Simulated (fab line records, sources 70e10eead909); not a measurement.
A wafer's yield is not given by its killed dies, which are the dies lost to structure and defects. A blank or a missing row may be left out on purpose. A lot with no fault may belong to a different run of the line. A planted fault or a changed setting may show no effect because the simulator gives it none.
Chamber matching | flow nandHarc | cmp-04 running NHARC_P_M2_CMP_23: 4 sister chambers
The step polishes, t overpolish 20 s, target thk 144.3 nm. 4 wafers are shown with their chamber, then 10 later ones without.

WAFERS WITH THEIR CHAMBER
wafer  | chamber | motorCurrentA (A)
L083.5 | 3       | 11.4
L087.5 | 1       | 11.7
L086.1 | 0       | 13.5
L086.2 | 2       | 11.9

WAFERS MISSING THEIR CHAMBER
wafer  | motorCurrentA (A)
L086.5 | 12.6
L089.2 | 12.8
L089.5 | 11.4
L089.6 | 11.6
L090.2 | 11.6
L090.4 | 11.5
L090.5 | 12.0
L093.1 | 13.0
L093.2 | 11.8
L093.6 | 11.5

THE CHAMBER EACH PASSED THROUGH
wafer  | from the rows above               | in truth
L086.5 | can't be placed: 2 or 0 or 1 or 3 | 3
L089.2 | can't be placed: 0 or 2 or 1 or 3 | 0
L089.5 | can't be placed: 3 or 1 or 2      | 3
L089.6 | can't be placed: 1 or 3 or 2      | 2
L090.2 | can't be placed: 1 or 3 or 2      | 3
L090.4 | can't be placed: 3 or 1 or 2      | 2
L090.5 | can't be placed: 2 or 1 or 3      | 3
L093.1 | can't be placed: 0 or 2           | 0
L093.2 | can't be placed: 2 or 1 or 3      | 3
L093.6 | can't be placed: 3 or 1 or 2      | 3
Correct placement for 0 of the 10. These rows do not allow placing 10 (true chamber among the candidates in 10). Placed wrongly: 0.
How it was worked out, from the rows above alone: a wafer's distance from a chamber is the root of the sum, over the readings, of the square of ((its reading less the chamber's mean) divided by the reading's scatter). The wafer belongs to the nearest chamber; if the next one is less than 2 further off, it can't be placed. A chamber's mean is the mean of its shown wafers. The scatter: with one shown wafer a chamber, the root of the mean of the squares of how far each hidden wafer lies from its nearest shown one.
